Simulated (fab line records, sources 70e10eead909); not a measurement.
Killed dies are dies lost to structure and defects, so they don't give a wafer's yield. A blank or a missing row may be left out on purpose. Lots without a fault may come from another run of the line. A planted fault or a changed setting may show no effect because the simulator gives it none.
Chamber matching | flow nand_harc | NHARC_A_CONTACT_ETCH_88 on rie_diel-13: 4 sister chambers
The step etches the open film in CF4, target depth 39 nm, time 65 s. 4 wafers are shown with their chamber, then 8 later ones without.

WAFERS WITH THEIR CHAMBER
wafer  | chamber | showerhead_plenum_p_Torr (Torr)
L349.3 | 1       | 1.84
L351.4 | 3       | 1.64
L351.6 | 0       | 1.69
L361.3 | 2       | 1.91

WAFERS WITHOUT THEIR CHAMBER
wafer  | showerhead_plenum_p_Torr (Torr)
L361.4 | 1.91
L361.5 | 1.91
L363.2 | 1.91
L363.4 | 1.84
L363.6 | 1.91
L365.2 | 1.69
L365.3 | 1.90
L365.6 | 1.83

WHICH CHAMBER EACH WENT THROUGH
wafer  | from the rows above | in truth
L361.4 | 2                   | 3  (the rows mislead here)
L361.5 | 2                   | 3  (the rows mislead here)
L363.2 | 2                   | 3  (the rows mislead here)
L363.4 | 1                   | 1
L363.6 | 2                   | 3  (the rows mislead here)
L365.2 | 0                   | 0
L365.3 | 2                   | 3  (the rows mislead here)
L365.6 | 1                   | 1
Placed correctly: 3 of 8. Can't be placed from these rows: 0. Placed wrongly: 5.
How it was worked out, from the rows above alone: a wafer's distance from a chamber is the root of the sum, over the readings, of the square of ((its reading less the chamber's mean) divided by the reading's scatter). The wafer belongs to the nearest chamber; if the next one is less than 2 further off, it can't be placed. A chamber's mean is the mean of its shown wafers. The scatter: with one shown wafer a chamber, the root of the mean of the squares of how far each hidden wafer lies from its nearest shown one.
